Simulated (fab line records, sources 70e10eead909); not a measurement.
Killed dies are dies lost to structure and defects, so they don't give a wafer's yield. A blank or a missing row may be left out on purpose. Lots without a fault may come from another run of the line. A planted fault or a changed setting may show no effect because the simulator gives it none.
A struck lot beside a sound one    flow nand_harc    15 steps out of a route of 1302
Sound: these wafers, L337.1, L337.2, L337.6. Struck: wafers L344.3, L344.5. (L344.4 of the same lot was not struck and is left out.) The cause comes at the end.
For every step that has rows: the tool of each side, followed by ch and its chambers, followed by its first start. Under that, the readings that differ: sound wafers    struck wafers    difference of the means    sigmas: that difference in standard deviations of wafers without a fault.
alike: a reading whose means differ by less than 2 such deviations, as well as words and numbers matching on both sides. not compared: withheld readings; readings where some wafer has no value; bounds like >300 that might hide an equal value; numbers whose values overlap and for which the record gives no deviation.
A row with sigmas, a row that says differs or no value, or rows on one side alone: a step with any of these is where the two part. When numbers do not overlap yet have no deviation, they are printed without sigmas and do not part them. A reading missing from all wafers of one side parts the sides only when that side holds two or more wafers.

first, 5 steps without rows for these wafers: NHARC_A_SGD_CUT_SOFTBAKE_04 (time 55 s); NHARC_A_SGD_CUT_EBR_05; NHARC_A_SGD_CUT_EXPOSE_06 (exposes mask SGD); NHARC_A_SGD_CUT_PEB_07 (peb time 65 s); NHARC_A_SGD_CUT_DEVELOP_08 (develop time 35 s).
NHARC_A_SGD_CUT_CD_MEAS_09: target cd 100 nm.
  sound on cd_sem-03 ch 0, day 20 15:45; struck on cd_sem-02 ch 0, day 22 22:56
  alike: cd_nm
NHARC_A_SGD_CUT_OVL_MEAS_10:
  struck on overlay-02, day 22 23:01; sound on overlay-02, day 20 15:50
  alike: overlay_x_nm, overlay_y_nm
NHARC_A_SGD_CUT_INSPECT_11:
  struck on defect_inspect-01, day 22 23:03; sound on defect_inspect-02, day 20 15:53
  alike: raw_defect_count
NHARC_A_SGD_CUT_DESCUM_14: chemistry O2, time 3 s.
  sound on rie_diel-08 ch 0,2, day 20 15:56; struck on rie_diel-08 ch 3, day 22 23:07
  alike: drypump_motor_current_A, oes_product_au, rf_vpp_V, showerhead_plenum_p_Torr, throttle_valve_pct
  not compared: rf_hours_counter_h
NHARC_A_SGD_CUT_ETCH_58: etches the open film in CF4, target depth 39 nm, time 65 s.
  sound on rie_diel-08 ch 0,1,3, day 20 16:02; struck on rie_diel-08 ch 2,3, day 22 23:13
  alike: bias_w, cf4_flow_sccm, drypump_motor_current_A, oes_product_au, rf_vpp_V, run_length_s, showerhead_plenum_p_Torr, throttle_valve_pct
  not compared: rf_hours_counter_h
NHARC_A_SGD_CUT_ETCH_59: etches the open film in N2/H2, target depth 260 nm, time 406.25 s.
  sound: rie_diel-08 ch 0,1,2; struck: rie_diel-08 ch 1,3
reading     sound              struck       difference  sigmas
bias_w (W)  149.4 149.2 150.3  150.6 150.4  +0.9        +2
  alike: drypump_motor_current_A, oes_product_au, rf_vpp_V, run_length_s, showerhead_plenum_p_Torr, throttle_valve_pct
  not compared: rf_hours_counter_h
NHARC_A_SGD_CUT_ETCH_15: etches the open film in CH3F/O2, target depth 75 nm, time 64.3 s.
  sound: rie_diel-08 ch 0,1; struck: rie_diel-08 ch 2,3
reading                          sound              struck       difference  sigmas
oes_product_au (a.u.)            0.974 0.972 0.990  0.922 0.927  -0.054      -3
rf_vpp_V (V)                     261.5 260.6 262.0  266.5 264.0  +3.9        +2
showerhead_plenum_p_Torr (Torr)  2.33 2.31 2.33     2.59 2.51    +0.23       +2
  alike: bias_w, ch3f_flow_sccm, drypump_motor_current_A, run_length_s, throttle_valve_pct
  not compared: rf_hours_counter_h
NHARC_A_SGD_CUT_ETCH_16: etches the open film in C4F8/O2/Ar, target depth 310.5 nm, time 155.2 s.
  sound on rie_diel-08 ch 0,3, day 20 16:31; struck on rie_diel-08 ch 3, day 22 23:42
reading                sound              struck       difference                     sigmas
bias_w (W)             797.6 798.1 798.1  - -          no value on the struck wafers  
oes_product_au (a.u.)  0.962 0.978 0.966  0.934 0.939  -0.032                         -2
run_length_s (s)       177.1 176.4 177.7  161.3 161.0  -15.9                          -38
  alike: rf_vpp_V
  not compared: rf_hours_counter_h
then, 1 step without rows for these wafers: NHARC_A_SGD_CUT_STRIP_60 (strips in C4F8/O2/Ar).
-- break in the record here, with 8 days between the starts of the struck wafers on either side (left off in module A_SGD_CUT, picked up again in module END, where the first step shown is number 1302 on the route) --
NHARC_END_SORT_01:
  the record has rows for the struck wafers here (prober-02 ch 0, day 31 02:53) and none for the sound ones

== WHERE THEY PART ==
Earliest at NHARC_A_SGD_CUT_ETCH_59; latest, in this record, at NHARC_END_SORT_01.

WHY: whatever the simulator had introduced
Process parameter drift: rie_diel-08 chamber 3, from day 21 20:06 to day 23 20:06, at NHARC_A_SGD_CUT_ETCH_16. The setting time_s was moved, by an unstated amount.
